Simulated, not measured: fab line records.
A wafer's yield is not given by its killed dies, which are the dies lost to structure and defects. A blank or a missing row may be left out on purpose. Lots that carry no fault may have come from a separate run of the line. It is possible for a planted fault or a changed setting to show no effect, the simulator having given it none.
fab line records ; flow nand_harc
[record] lots = 13; wafers = 39; last_day = 25
route steps=1159 shown A_CHANNEL_HOLE_D1@476 A_CHANNEL_FILL_D1@493 END@1159
lots untouched by any fault: they come from a run of this same line in which no faults occurred
start_h: start of the lot's first displayed wafer, in hours after the record's first day ; wait_h: hours since the lot's step before ; " unchanged from the row above ; L1.1+2: one row covering several wafers at once ; - value missing, or start not given ; * or withheld: withheld ; < > ~ a bound
route shown NAME@n: NAME is a module with steps in the file, n the number in the route of the first one ; usual: mean/standard deviation taken from wafers without a fault ; same: alike in all rows ; chamber/n: place in a boat ; sites: the reading at each site ; _std_site: standard deviation of those values ; _edge_site: the outer-site mean with the inner-site mean subtracted ; radius_mm: for every site, how far away it sits from the centre of the wafer ; mask NAME#n: copy n ; behind: the last tool/chamber to shape the wafer ; hold: why the lot was held/for how many hours/how that ended ; device: names the non-switching transistor (n, p or np) ; end of line: the tests these same wafers got at the end of their route ; for a step that has no rows: nothing shown but its recipe ; killed: dies that structure and defects cost at the first sort, which is not the same as the wafer's yield ; map: a wafer's dies, marking killed ones x, the rest . and places with no die _
set.NAME: the setting that was run; set.NAME@STEP: the one run at that earlier step ; model.NAME: the simulator's own value behind a step, which no gauge read
a sample of lots followed through the steps of the route, with each step as a table and each wafer as a row
services: from which hour (start_h, from the record's first day; less than 0 if before it) a tool's chamber was out of use, for how many hours, and why
[[steps]]
[step NHARC_A_CHANNEL_HOLE_D1_ETCH_24]
[recipe] bias_v = 5000; source_w = withheld; pressure_mtorr = 20; time_s = 906.2; ar_flow_sccm = 375; c4f8_flow_sccm = 93.8; o2_flow_sccm = 31.2; temp_c = -20; target_depth_a = 15000; chemistry = C4F8/O2/Ar
[usual] drypump_motor_current_A = 5.6/0.36; showerhead_plenum_p_Torr = 3.74/0.07; temp_c = -20.01/0.1; throttle_valve_pct = 32.235/0.0089
lot.wafer;tool;chamber;start_h;wait_h;drypump_motor_current_A;rf_hours_counter_h;showerhead_plenum_p_Torr;temp_c;throttle_valve_pct
L801.1;har_etch-01;0;177.88;0.6;5.0;184;3.82;-20.05;32.244
L801.3;har_etch-01;1;177.88;0.6;5.8;-;3.82;-20.18;32.228
L801.6;har_etch-01;0;177.88;0.6;4.9;-;3.82;-19.90;32.229
L804.1;har_etch-02;0;193.28;0.6;5.6;108;3.69;-19.78;32.230
L804.3;har_etch-02;0;193.28;0.6;5.6;-;3.69;-19.88;32.238
L804.4;har_etch-02;1;193.28;0.6;5.9;-;3.68;-20.07;32.243
L803.2;har_etch-01;0;197.48;0.6;5.0;194;3.82;-19.93;32.232
L803.4;har_etch-01;0;197.48;0.6;5.0;-;3.82;-20.17;32.237
L803.5;har_etch-01;1;197.48;0.6;5.8;-;3.82;-19.98;32.244
L806.2;har_etch-02;0;206.98;0.6;5.6;115;3.69;-20.06;32.244
L806.6;har_etch-02;1;206.98;0.6;5.9;-;3.68;-20.14;32.248
L806.5;har_etch-02;0;206.98;0.6;5.6;-;3.69;-20.04;32.239
L805.2;har_etch-01;1;208.48;0.6;5.8;198;3.82;-20.12;32.251
L805.3;har_etch-01;0;208.48;0.6;5.0;-;3.82;-19.83;32.231
L805.6;har_etch-01;0;208.48;0.6;5.0;-;3.82;-19.96;32.220
L807.1;har_etch-01;1;220.23;0.6;5.8;203;3.81;-20.10;32.221
L807.4;har_etch-01;0;220.23;0.6;5.0;-;3.81;-20.12;32.242
L807.6;har_etch-01;0;220.23;0.6;4.9;-;3.81;-19.90;32.243
L808.2;har_etch-02;0;227.29;0.6;5.6;123;3.68;-20.02;32.233
L808.3;har_etch-02;0;227.29;0.6;5.6;-;3.68;-20.00;32.223
L808.5;har_etch-02;1;227.29;0.6;5.9;-;3.67;-20.08;32.251
L809.1;har_etch-01;1;234.09;0.6;5.8;208;3.81;-19.81;32.236
L809.2;har_etch-01;0;234.09;0.6;5.0;208;3.81;-19.97;32.240
L809.3;har_etch-01;0;234.09;0.6;4.9;-;3.81;-20.07;32.227
L817.1;har_etch-01;0;278.91;0.6;5.0;230;3.80;-20.03;32.240
L817.3;har_etch-01;0;278.91;0.6;5.0;-;3.80;-19.93;32.237
L817.4;har_etch-01;1;278.91;0.6;5.8;-;3.80;-20.02;32.241
L820.1;har_etch-02;0;299.19;0.6;5.6;150;3.67;-19.88;32.249
L820.3;har_etch-02;0;299.19;0.6;5.5;-;3.67;-19.88;32.230
L820.5;har_etch-02;0;299.19;0.6;5.5;-;3.67;-19.76;32.230
L819.2;har_etch-01;0;299.98;0.6;5.0;239;3.79;-20.04;32.219
L819.4;har_etch-01;0;299.98;0.6;5.0;-;3.79;-20.16;32.235
L819.5;har_etch-01;1;299.98;0.6;5.8;-;3.79;-19.95;32.232
L822.1;har_etch-02;0;310.15;0.6;5.6;156;3.67;-19.95;32.227
L822.5;har_etch-02;1;310.15;0.6;5.9;-;3.65;-20.16;32.242
L822.6;har_etch-02;0;310.15;0.6;5.6;-;3.67;-20.07;32.239
L823.2;har_etch-02;1;323.36;0.6;5.9;168;3.65;-19.95;32.250
L823.3;har_etch-02;1;323.36;0.6;5.9;-;3.65;-20.01;32.259
L823.5;har_etch-02;0;323.36;0.6;5.6;-;3.66;-20.01;32.245
[step NHARC_A_CHANNEL_HOLE_D1_INSPECT_40]
[usual] raw_defect_count = 62/15
lot.wafer;tool;chamber;start_h;wait_h;raw_defect_count
L801.1;defect_inspect-02;-;181.46;-;58
L801.3;defect_inspect-02;-;181.46;-;65
L801.6;defect_inspect-02;-;181.46;-;60
L804.1;defect_inspect-01;-;196.98;-;62
L804.3;defect_inspect-01;-;196.98;-;75
L804.4;defect_inspect-01;-;196.98;-;59
L803.2;defect_inspect-02;-;200.95;-;57
L803.4;defect_inspect-02;-;200.95;-;66
L803.5;defect_inspect-02;-;200.95;-;65
L806.2;defect_inspect-02;-;210.42;-;74
L806.5;defect_inspect-02;-;210.42;-;88
L806.6;defect_inspect-02;-;210.42;-;64
L805.2;defect_inspect-01;-;212.22;-;60
L805.3;defect_inspect-01;-;212.22;-;60
L805.6;defect_inspect-01;-;212.22;-;54
L807.1;defect_inspect-01;-;223.96;-;72
L807.4;defect_inspect-01;-;223.96;-;68
L807.6;defect_inspect-01;-;223.96;-;51
L808.2;defect_inspect-01;-;230.77;-;80
L808.3;defect_inspect-01;-;230.77;-;77
L808.5;defect_inspect-01;-;230.77;-;65
L809.1;defect_inspect-01;-;237.84;-;77
L809.2;defect_inspect-01;-;237.84;-;55
L809.3;defect_inspect-01;-;237.84;-;102
L817.1;defect_inspect-02;-;282.53;-;59
L817.3;defect_inspect-02;-;282.53;-;60
L817.4;defect_inspect-02;-;282.53;-;61
L820.1;defect_inspect-01;-;302.76;-;51
L820.3;defect_inspect-01;-;302.76;-;59
L820.5;defect_inspect-01;-;302.76;-;51
L819.2;defect_inspect-01;-;303.44;-;51
L819.4;defect_inspect-01;-;303.44;-;82
L819.5;defect_inspect-01;-;303.44;-;69
L822.1;defect_inspect-01;-;313.74;-;43
L822.5;defect_inspect-01;-;313.74;-;44
L822.6;defect_inspect-01;-;313.74;-;57
L823.2;defect_inspect-02;-;327.07;-;45
L823.3;defect_inspect-02;-;327.07;-;71
L823.5;defect_inspect-02;-;327.07;-;61
[step NHARC_A_CHANNEL_FILL_D1_ALD_03]
[recipe] target_thk_a = 60; pulse_time_s = 60; ald_cycles = 58; temp_c = 630; pressure_torr = 2; material = SiNx
[usual] ald_cycles = 58/0; precursor_pulse_height_rel = 1.002/0.02; susceptor_temp_C = 629.96/0.28
[same] pulse_time_s = 60
lot.wafer;tool;chamber;start_h;wait_h;ald_cycles;precursor_pulse_height_rel;susceptor_temp_C
L801.1;ald_sin_batch-01;0;-;-;58;0.995;-
L801.3;ald_sin_batch-01;0;-;-;58;1.006;-
L801.6;ald_sin_batch-01;0;-;-;58;1.018;-
L804.1;ald_sin_batch-01;0;-;-;58;1.022;-
L804.3;ald_sin_batch-01;0;-;-;58;0.985;-
L804.4;ald_sin_batch-01;0;-;-;58;0.983;-
L803.2;ald_sin_batch-01;0;-;-;58;0.999;-
L803.4;ald_sin_batch-01;0;-;-;58;1.002;-
L803.5;ald_sin_batch-01;0;-;-;58;0.959;-
L805.2;ald_sin_batch-01;0;-;-;58;1.018;629.79
L805.3;ald_sin_batch-01;0;-;-;58;1.007;630.16
L805.6;ald_sin_batch-01;0;-;-;58;0.998;629.85
L806.2;ald_sin_batch-01;0;-;-;58;0.998;630.34
L806.5;ald_sin_batch-01;0;-;-;58;0.980;630.17
L806.6;ald_sin_batch-01;0;-;-;58;1.014;629.74
L807.1;ald_sin_batch-03;0;-;-;58;0.988;629.60
L807.4;ald_sin_batch-03;0;-;-;58;0.974;629.50
L807.6;ald_sin_batch-03;0;-;-;58;0.979;629.97
L808.2;ald_sin_batch-01;0;-;-;58;0.995;629.77
L808.3;ald_sin_batch-01;0;-;-;58;1.016;629.88
L808.5;ald_sin_batch-01;0;-;-;58;0.976;629.95
L809.1;ald_sin_batch-03;0;-;-;58;1.010;-
L809.2;ald_sin_batch-03;0;-;-;58;0.996;-
L809.3;ald_sin_batch-03;0;-;-;58;0.995;-
L817.1;ald_sin_batch-02;0;-;-;58;1.000;630.18
L817.3;ald_sin_batch-02;0;-;-;58;1.001;629.60
L817.4;ald_sin_batch-02;0;-;-;58;1.037;629.75
L819.2;ald_sin_batch-03;0;-;-;58;0.992;-
L819.4;ald_sin_batch-03;0;-;-;58;0.979;-
L819.5;ald_sin_batch-03;0;-;-;58;1.004;-
L820.1;ald_sin_batch-03;0;-;-;58;1.000;-
L820.3;ald_sin_batch-03;0;-;-;58;1.050;-
L820.5;ald_sin_batch-03;0;-;-;58;0.983;-
L822.1;ald_sin_batch-02;0;-;-;58;1.013;630.16
L822.5;ald_sin_batch-02;0;-;-;58;0.980;629.88
L822.6;ald_sin_batch-02;0;-;-;58;1.024;629.86
L823.2;ald_sin_batch-02;0;-;-;58;1.027;-
L823.3;ald_sin_batch-02;0;-;-;58;1.027;-
L823.5;ald_sin_batch-02;0;-;-;58;0.985;-
[step NHARC_A_CHANNEL_FILL_D1_ALD_15]
[recipe] target_thk_a = 20; pulse_time_s = 60; ald_cycles = 19; temp_c = 630; pressure_torr = 2; material = SiNx
[usual] ald_cycles = 19/0; precursor_pulse_height_rel = 0.997/0.021; susceptor_temp_C = 630.05/0.24
[same] pulse_time_s = 60
lot.wafer;tool;chamber;start_h;wait_h;ald_cycles;precursor_pulse_height_rel;susceptor_temp_C
L801.1;ald_sin_batch-03;0;191.79;-;19;1.000;-
L801.3;ald_sin_batch-03;0;191.79;-;19;1.012;-
L801.6;ald_sin_batch-03;0;191.79;-;19;0.995;-
L804.1;ald_sin_batch-02;0;207.10;-;19;1.003;630.11
L804.3;ald_sin_batch-02;0;207.10;-;19;1.001;630.03
L804.4;ald_sin_batch-02;0;207.10;-;19;0.994;629.66
L803.2;ald_sin_batch-03;0;211.22;-;19;1.007;-
L803.4;ald_sin_batch-03;0;211.22;-;19;0.999;-
L803.5;ald_sin_batch-03;0;211.22;-;19;1.022;-
L805.2;ald_sin_batch-02;0;223.70;-;19;0.998;-
L805.3;ald_sin_batch-02;0;223.70;-;19;0.994;-
L805.6;ald_sin_batch-02;0;223.70;-;19;1.018;-
L806.2;ald_sin_batch-02;0;223.70;-;19;0.980;-
L806.5;ald_sin_batch-02;0;223.70;-;19;0.995;-
L806.6;ald_sin_batch-02;0;223.70;-;19;0.996;-
L807.1;ald_sin_batch-02;0;234.52;-;25;0.969;630.19
L807.4;ald_sin_batch-02;0;234.52;-;25;0.985;630.06
L807.6;ald_sin_batch-02;0;234.52;-;25;0.957;630.32
L808.2;ald_sin_batch-02;0;241.75;-;25;1.020;-
L808.3;ald_sin_batch-02;0;241.75;-;25;0.976;-
L808.5;ald_sin_batch-02;0;241.75;-;25;1.006;-
L809.1;ald_sin_batch-02;0;248.96;-;25;1.025;630.11
L809.2;ald_sin_batch-02;0;248.96;-;25;0.988;630.22
L809.3;ald_sin_batch-02;0;248.96;-;25;1.008;630.03
L817.1;ald_sin_batch-03;0;292.89;-;19;0.963;630.04
L817.3;ald_sin_batch-03;0;292.89;-;19;0.997;630.08
L817.4;ald_sin_batch-03;0;292.89;-;19;1.007;629.92
L819.2;ald_sin_batch-01;0;313.60;-;19;0.983;630.57
L819.4;ald_sin_batch-01;0;313.60;-;19;1.012;630.17
L819.5;ald_sin_batch-01;0;313.60;-;19;0.946;630.76
L820.1;ald_sin_batch-01;0;313.60;-;19;0.985;629.67
L820.3;ald_sin_batch-01;0;313.60;-;19;1.006;629.99
L820.5;ald_sin_batch-01;0;313.60;-;19;0.987;629.77
L822.1;ald_sin_batch-02;0;324.09;-;19;1.003;630.15
L822.5;ald_sin_batch-02;0;324.09;-;19;1.018;629.95
L822.6;ald_sin_batch-02;0;324.09;-;19;1.017;629.80
L823.2;ald_sin_batch-02;0;337.51;-;19;1.019;629.89
L823.3;ald_sin_batch-02;0;337.51;-;19;0.986;629.97
L823.5;ald_sin_batch-02;0;337.51;-;19;1.005;629.82
[step NHARC_END_SORT_01]
[recipe] temp_c = 25
[usual] killed_at_array = 26/9; killed_at_other = 0.8/1.2; killed_at_periphery = 3.2/2.3; killed_dies = 30/9.1; killed_open = 3.5/2; killed_short = 1.8/1.4
[same] gross_dies = 677
lot.wafer;tool;chamber;start_h;wait_h;killed_at_array;killed_at_other;killed_at_periphery;killed_dies;killed_open;killed_short
L801.1;prober-02;0;444.58;2.5;28;2;5;35;5;2
L801.3;prober-02;0;446.18;3.1;27;1;4;32;1;2
L801.6;prober-02;0;448.59;4.0;25;0;6;31;1;2
L803.2;prober-01;0;455.42;2.8;25;1;3;29;3;2
L803.4;prober-01;0;457.03;3.4;20;0;3;23;6;3
L803.5;prober-01;0;457.84;3.7;17;0;2;19;1;1
L804.1;prober-02;0;462.34;2.5;27;1;2;30;7;1
L804.3;prober-02;0;463.93;3.1;19;0;0;19;5;4
L804.4;prober-02;0;464.72;3.4;20;0;5;25;11;2
L805.2;prober-01;0;471.37;2.8;18;3;1;22;1;1
L805.3;prober-01;0;472.17;3.1;18;4;4;26;4;3
L805.6;prober-01;0;474.57;4.0;17;5;1;23;2;1
L806.2;prober-02;0;471.37;2.8;13;0;2;15;3;1
L806.5;prober-02;0;473.81;3.7;29;1;4;34;3;6
L806.6;prober-02;0;474.62;4.1;19;0;6;25;3;0
L807.1;prober-01;0;481.35;2.5;27;2;7;36;5;4
L807.4;prober-01;0;483.75;3.4;34;5;5;44;2;3
L807.6;prober-01;0;485.35;4.0;19;2;3;24;3;0
L808.2;prober-02;0;482.20;2.8;23;0;5;28;4;0
L808.3;prober-02;0;483.00;3.1;23;0;2;25;3;2
L808.5;prober-02;0;484.60;3.7;25;0;5;30;3;2
L809.1;prober-01;0;501.77;2.5;29;1;3;33;3;3
L809.2;prober-01;0;502.57;2.8;21;0;2;23;2;1
L809.3;prober-01;0;503.37;3.1;25;0;3;28;2;3
L817.1;prober-01;0;542.76;2.5;28;0;3;31;4;1
L817.3;prober-01;0;544.36;3.1;35;0;1;36;2;1
L817.4;prober-01;0;545.16;3.4;35;1;5;41;5;0
L819.2;prober-02;0;543.59;2.8;35;1;4;40;1;2
L819.4;prober-02;0;545.17;3.4;52;0;6;58;9;2
L819.5;prober-02;0;545.96;3.7;38;1;3;42;0;3
L820.1;prober-01;0;564.24;2.5;17;0;3;20;1;0
L820.3;prober-01;0;565.86;3.1;18;0;2;20;2;2
L820.5;prober-01;0;567.48;3.7;18;0;4;22;4;4
L822.1;prober-02;0;564.29;2.5;21;0;5;26;3;1
L822.5;prober-02;0;567.44;3.7;22;0;5;27;2;6
L822.6;prober-02;0;568.23;3.9;25;0;5;30;7;3
L823.2;prober-02;0;601.29;2.8;42;1;3;46;3;3
L823.3;prober-02;0;602.08;3.1;36;2;9;47;6;2
L823.5;prober-02;0;603.68;3.7;35;1;2;38;5;1
// killed by level:class
L801.1 A_CHANNEL_HOLE_D1:chamber_film_flake=9 A_STAIRCASE:chamber_film_flake=6 A_SLIT:chamber_film_flake=4 P_STI:chamber_film_flake=3 A_CONTACT:chamber_film_flake=3 THIN_TSV:chamber_film_flake=2 P_GATE:geometric_particle:open=1 A_CHANNEL_HOLE_D1:geometric_particle:short=1
L801.3 A_CHANNEL_HOLE_D1:chamber_film_flake=10 A_STAIRCASE:chamber_film_flake=8 A_SLIT:chamber_film_flake=4 P_STI:chamber_film_flake=2 A_CONTACT:chamber_film_flake=2 P_CONTACT:geometric_particle:open=1 P_CONTACT:geometric_particle:short=1 A_CHANNEL_FILL_D1:geometric_particle:short=1
L801.6 A_STAIRCASE:chamber_film_flake=7 A_CHANNEL_HOLE_D1:chamber_film_flake=6 A_SLIT:chamber_film_flake=6 P_STI:chamber_film_flake=4 A_CONTACT:chamber_film_flake=2 P_GATE:geometric_particle:short=1 A_BLC:geometric_particle:open=1 A_M0:geometric_particle:short=1
L803.2 A_CHANNEL_HOLE_D1:chamber_film_flake=13 A_WL_FILL:chamber_film_flake=4 A_STAIRCASE:chamber_film_flake=3 P_M1:geometric_particle:open=1 A_CHANNEL_FILL_D1:geometric_particle:short=1 A_WL_FILL:geometric_particle:short=1 A_CONTACT:geometric_particle:open=1 A_BLC:geometric_particle:open=1
L803.4 A_CHANNEL_HOLE_D1:chamber_film_flake=7 A_CONTACT:geometric_particle:open=4 A_WL_FILL:chamber_film_flake=3 A_STAIRCASE:chamber_film_flake=2 P_CONTACT:geometric_particle:open=1 P_CONTACT:geometric_particle:short=1 P_M0:geometric_particle:short=1 A_WL_FILL:geometric_particle:short=1
L803.5 A_CHANNEL_HOLE_D1:chamber_film_flake=10 A_WL_FILL:geometric_particle:short=1 A_M1:geometric_particle:open=1 P_STI:chamber_film_flake=1 P_GATE:chamber_film_flake=1 A_STAIRCASE:chamber_film_flake=1 A_SGD_CUT:chamber_film_flake=1 A_SLIT:chamber_film_flake=1
L804.1 A_STAIRCASE:chamber_film_flake=12 A_M0:geometric_particle:open=4 A_SLIT:chamber_film_flake=4 A_CHANNEL_HOLE_D1:chamber_film_flake=2 A_CONTACT:chamber_film_flake=2 P_CONTACT:geometric_particle:open=1 P_M0:geometric_particle:open=1 A_ONON_D1:geometric_particle:open=1
L804.3 A_SLIT:chamber_film_flake=6 A_CHANNEL_HOLE_D1:geometric_particle:short=2 A_CHANNEL_FILL_D1:geometric_particle:short=2 A_CHANNEL_FILL_D1:geometric_particle:open=2 A_CHANNEL_HOLE_D1:chamber_film_flake=2 A_ONON_D1:geometric_particle:open=1 A_CONTACT:geometric_particle:open=1 A_M1:geometric_particle:open=1
L804.4 A_STAIRCASE:chamber_film_flake=5 A_SLIT:chamber_film_flake=4 P_CONTACT:geometric_particle:open=3 A_CHANNEL_HOLE_D1:geometric_particle:open=2 A_CONTACT:geometric_particle:open=2 A_CHANNEL_HOLE_D1:chamber_film_flake=2 P_CONTACT:geometric_particle:short=1 P_M0:geometric_particle:open=1
L805.2 A_CHANNEL_HOLE_D1:chamber_film_flake=13 THIN_TSV:chamber_film_flake=3 A_CONTACT:chamber_film_flake=2 P_CONTACT:geometric_particle:short=1 A_STAIRCASE:geometric_particle:open=1 A_STAIRCASE:chamber_film_flake=1 A_WL_FILL:chamber_film_flake=1
L806.2 A_SLIT:chamber_film_flake=5 A_CONTACT:chamber_film_flake=3 A_CHANNEL_FILL_D1:geometric_particle:open=2 P_M1:geometric_particle:open=1 A_CHANNEL_FILL_D1:geometric_particle:short=1 P_CONTACT:chamber_film_flake=1 A_ZERO_WELL:chamber_film_flake=1 A_CHANNEL_HOLE_D1:chamber_film_flake=1
L805.3 A_CHANNEL_HOLE_D1:chamber_film_flake=8 THIN_TSV:chamber_film_flake=4 A_CHANNEL_FILL_D1:chamber_film_flake=3 A_CONTACT:chamber_film_flake=3 P_STI:geometric_particle:short=1 P_GATE:geometric_particle:short=1 P_CONTACT:geometric_particle:open=1 P_M0:geometric_particle:open=1
L806.5 A_SLIT:chamber_film_flake=8 A_CONTACT:chamber_film_flake=7 P_CONTACT:chamber_film_flake=4 A_CHANNEL_HOLE_D1:chamber_film_flake=3 A_CHANNEL_HOLE_D1:geometric_particle:short=2 A_WL_FILL:geometric_particle:short=2 A_M0:geometric_particle:short=2 A_M0:geometric_particle:open=2
L805.6 A_CHANNEL_HOLE_D1:chamber_film_flake=11 THIN_TSV:chamber_film_flake=4 A_CONTACT:chamber_film_flake=3 P_M1:geometric_particle:open=1 A_CHANNEL_FILL_D1:geometric_particle:short=1 STARTING-WAFER:geometric_particle:open=1 A_CHANNEL_FILL_D1:chamber_film_flake=1 A_WL_FILL:chamber_film_flake=1
L806.6 A_SLIT:chamber_film_flake=12 P_CONTACT:geometric_particle:open=2 P_GATE:chamber_film_flake=2 P_CONTACT:chamber_film_flake=2 A_CHANNEL_HOLE_D1:chamber_film_flake=2 A_STAIRCASE:chamber_film_flake=2 A_M0:geometric_particle:open=1 A_WL_FILL:chamber_film_flake=1
L807.1 A_CHANNEL_HOLE_D1:chamber_film_flake=16 A_STAIRCASE:chamber_film_flake=4 A_CONTACT:chamber_film_flake=3 P_M0:geometric_particle:open=2 THIN_TSV:chamber_film_flake=2 P_GATE:geometric_particle:short=1 P_GATE:geometric_particle:open=1 P_CONTACT:geometric_particle:short=1
L808.2 A_SLIT:chamber_film_flake=10 A_CONTACT:chamber_film_flake=6 P_M2:chamber_film_flake=3 A_STAIRCASE:chamber_film_flake=3 P_M0:geometric_particle:open=1 A_CHANNEL_FILL_D1:geometric_particle:open=1 A_CONTACT:geometric_particle:open=1 A_M0:geometric_particle:open=1
L808.3 A_SLIT:chamber_film_flake=12 A_STAIRCASE:chamber_film_flake=4 P_M2:chamber_film_flake=2 A_CONTACT:chamber_film_flake=2 A_CHANNEL_FILL_D1:geometric_particle:short=1 A_SGD_CUT:geometric_particle:open=1 A_BLC:geometric_particle:open=1 A_M0:geometric_particle:short=1
L807.4 A_CHANNEL_HOLE_D1:chamber_film_flake=23 THIN_TSV:chamber_film_flake=5 A_WL_FILL:geometric_particle:short=3 A_STAIRCASE:chamber_film_flake=3 A_CONTACT:chamber_film_flake=3 P_ZERO_WELL:chamber_film_flake=2 A_CHANNEL_FILL_D1:chamber_film_flake=2 P_M0:geometric_particle:open=1
L808.5 A_SLIT:chamber_film_flake=10 A_CONTACT:chamber_film_flake=5 A_STAIRCASE:chamber_film_flake=4 P_M2:chamber_film_flake=3 A_WL_FILL:geometric_particle:short=2 P_ZERO_WELL:chamber_film_flake=2 A_SOURCE_PLATE:geometric_particle:open=1 A_SGD_CUT:geometric_particle:open=1
L807.6 A_CHANNEL_HOLE_D1:chamber_film_flake=11 A_STAIRCASE:chamber_film_flake=3 A_CONTACT:chamber_film_flake=3 THIN_TSV:chamber_film_flake=2 P_GATE:geometric_particle:open=1 P_CONTACT:geometric_particle:open=1 A_M0:geometric_particle:open=1 P_ZERO_WELL:chamber_film_flake=1
L809.1 A_CHANNEL_HOLE_D1:chamber_film_flake=19 A_CONTACT:chamber_film_flake=3 A_STAIRCASE:chamber_film_flake=2 P_CONTACT:geometric_particle:open=1 A_CHANNEL_FILL_D1:geometric_particle:short=1 A_CHANNEL_FILL_D1:geometric_particle:open=1 A_BLC:geometric_particle:short=1 A_BLC:geometric_particle:open=1
L809.2 A_CHANNEL_HOLE_D1:chamber_film_flake=16 A_CONTACT:chamber_film_flake=3 P_M0:geometric_particle:open=1 A_CHANNEL_FILL_D1:geometric_particle:open=1 A_SGD_CUT:geometric_particle:short=1 P_GATE:chamber_film_flake=1
L809.3 A_CHANNEL_HOLE_D1:chamber_film_flake=19 A_CONTACT:chamber_film_flake=2 P_GATE:geometric_particle:open=1 P_M2:geometric_particle:open=1 A_CHANNEL_HOLE_D1:geometric_particle:short=1 A_CHANNEL_FILL_D1:geometric_particle:short=1 A_CONTACT:geometric_particle:short=1 P_ZERO_WELL:chamber_film_flake=1
L817.1 A_CHANNEL_HOLE_D1:chamber_film_flake=15 A_STAIRCASE:chamber_film_flake=4 A_CONTACT:chamber_film_flake=3 P_STI:chamber_film_flake=2 A_M0:chamber_film_flake=2 P_CONTACT:geometric_particle:open=1 A_ONON_D1:geometric_particle:open=1 A_CHANNEL_FILL_D1:geometric_particle:short=1
L819.2 A_CHANNEL_HOLE_D1:chamber_film_flake=15 A_SLIT:chamber_film_flake=11 A_CONTACT:chamber_film_flake=4 A_STAIRCASE:chamber_film_flake=3 P_M0:geometric_particle:open=1 P_M2:geometric_particle:short=1 A_WL_FILL:geometric_particle:short=1 P_ZERO_WELL:chamber_film_flake=1
L817.3 A_CHANNEL_HOLE_D1:chamber_film_flake=16 A_CONTACT:chamber_film_flake=10 A_STAIRCASE:chamber_film_flake=3 A_M0:chamber_film_flake=3 A_CONTACT:geometric_particle:open=2 A_ONON_D1:geometric_particle:short=1 P_ZERO_WELL:chamber_film_flake=1
L817.4 A_CHANNEL_HOLE_D1:chamber_film_flake=23 A_CONTACT:chamber_film_flake=4 P_CONTACT:geometric_particle:open=2 P_STI:chamber_film_flake=2 A_STAIRCASE:chamber_film_flake=2 A_M0:chamber_film_flake=2 A_WL_FILL:geometric_particle:open=1 A_CONTACT:geometric_particle:open=1
L819.4 A_CHANNEL_HOLE_D1:chamber_film_flake=20 A_SLIT:chamber_film_flake=12 A_STAIRCASE:chamber_film_flake=7 A_M0:geometric_particle:open=5 A_CONTACT:chamber_film_flake=4 A_BLC:geometric_particle:open=2 P_GATE:geometric_particle:short=1 P_M0:geometric_particle:open=1
L819.5 A_CHANNEL_HOLE_D1:chamber_film_flake=23 A_SLIT:chamber_film_flake=9 P_ZERO_WELL:chamber_film_flake=2 A_STAIRCASE:chamber_film_flake=2 A_WL_FILL:geometric_particle:short=1 A_CONTACT:geometric_particle:short=1 A_M1:geometric_particle:short=1 P_STI:chamber_film_flake=1
L820.1 A_CHANNEL_HOLE_D1:chamber_film_flake=8 P_GATE:chamber_film_flake=3 A_STAIRCASE:chamber_film_flake=3 A_CONTACT:chamber_film_flake=2 A_SGD_CUT:geometric_particle:open=1 A_SLIT:chamber_film_flake=1 A_BLC:chamber_film_flake=1 A_BONDPAD:chamber_film_flake=1
L822.1 A_CHANNEL_HOLE_D1:chamber_film_flake=7 A_CONTACT:chamber_film_flake=6 A_STAIRCASE:chamber_film_flake=4 P_STI:chamber_film_flake=2 A_WL_FILL:chamber_film_flake=2 P_CONTACT:geometric_particle:open=1 P_M0:geometric_particle:open=1 A_ONON_D1:geometric_particle:open=1
L820.3 A_CONTACT:chamber_film_flake=5 A_CHANNEL_HOLE_D1:chamber_film_flake=4 A_SLIT:chamber_film_flake=3 A_STAIRCASE:chamber_film_flake=2 P_M1:geometric_particle:open=1 A_CONTACT:geometric_particle:short=1 A_CONTACT:geometric_particle:open=1 A_M1:geometric_particle:short=1
L822.5 A_CHANNEL_HOLE_D1:chamber_film_flake=5 A_STAIRCASE:chamber_film_flake=4 A_CONTACT:chamber_film_flake=4 A_WL_FILL:geometric_particle:short=3 P_STI:chamber_film_flake=3 P_GATE:geometric_particle:open=1 A_CHANNEL_HOLE_D1:geometric_particle:short=1 A_CHANNEL_FILL_D1:geometric_particle:short=1
L820.5 A_CHANNEL_HOLE_D1:chamber_film_flake=5 A_CONTACT:chamber_film_flake=4 P_GATE:chamber_film_flake=2 P_CONTACT:geometric_particle:open=1 A_ONON_D1:geometric_particle:open=1 A_ONON_D1:geometric_particle:short=1 A_CHANNEL_FILL_D1:geometric_particle:short=1 A_WL_FILL:geometric_particle:open=1
L822.6 A_CHANNEL_HOLE_D1:chamber_film_flake=7 A_CONTACT:chamber_film_flake=7 A_STAIRCASE:chamber_film_flake=4 P_M0:geometric_particle:open=2 A_M1:geometric_particle:open=2 P_STI:chamber_film_flake=2 P_CONTACT:geometric_particle:open=1 A_ONON_D1:geometric_particle:short=1
L823.2 A_SLIT:chamber_film_flake=13 A_STAIRCASE:chamber_film_flake=7 A_CONTACT:chamber_film_flake=7 A_CHANNEL_HOLE_D1:chamber_film_flake=4 A_SGD_CUT:chamber_film_flake=4 P_STI:chamber_film_flake=2 A_ONON_D1:geometric_particle:open=1 A_ONON_D1:geometric_particle:short=1
L823.3 A_SLIT:chamber_film_flake=12 P_STI:chamber_film_flake=6 A_CHANNEL_HOLE_D1:chamber_film_flake=5 A_SGD_CUT:chamber_film_flake=5 A_STAIRCASE:chamber_film_flake=4 A_CONTACT:chamber_film_flake=4 A_M0:geometric_particle:open=3 THIN_TSV:chamber_film_flake=2
L823.5 A_SLIT:chamber_film_flake=15 A_CHANNEL_HOLE_D1:chamber_film_flake=5 A_SGD_CUT:chamber_film_flake=5 A_CONTACT:chamber_film_flake=3 A_ONON_D1:geometric_particle:open=2 P_STI:chamber_film_flake=2 A_CHANNEL_FILL_D1:geometric_particle:open=1 A_SGD_CUT:geometric_particle:short=1
[[services]]
tool;chamber;start_h;hours;kind
har_etch-01;-;305.00;17.0;pm
har_etch-01;0;305.00;17.0;vent_cycle
har_etch-01;1;305.00;17.0;vent_cycle
har_etch-02;-;307.38;0.0;repair
ald_sin_batch-03;-;314.00;26.0;pm
har_etch-01;0;322.00;-;clean
har_etch-01;0;322.00;-;consumable_replace:focus_ring
har_etch-01;1;322.00;-;clean
har_etch-01;1;322.00;-;consumable_replace:focus_ring
[[key]]
[first_sign] step = NHARC_A_CHANNEL_FILL_D1_ALD_15; reading = ald_cycles; direction = up; sigmas = 99+; usual = 19; struck = 25
effect none on later readings
met_at NHARC_A_CHANNEL_FILL_D1_ALD_15
struck_lots L807,L808,L809
tester_left_out L807,L808,L809
not_acting_at NHARC_A_CHANNEL_HOLE_D1_ETCH_24,NHARC_A_CHANNEL_HOLE_D1_INSPECT_40,NHARC_A_CHANNEL_FILL_D1_ALD_03
onset_between 223.70 234.52
[fault] kind = process_parameter_drift; tool = ald_sin_batch-02; chamber = -; onset_h = 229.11; steps = NHARC_A_CHANNEL_FILL_D1_ALD_15; channel = ald_cycles; offset = 6; shape = step; end_h = 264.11; acts_in = these_recipes_only; stated = 19
// tester_left_out: of these lots the tester's yield and bins aren't shown, on N5 and GAA mostly nor the transistor test; their killed dies are dies lost to structure and defects alone, not to doping, threshold or leakage, so they don't give the yield
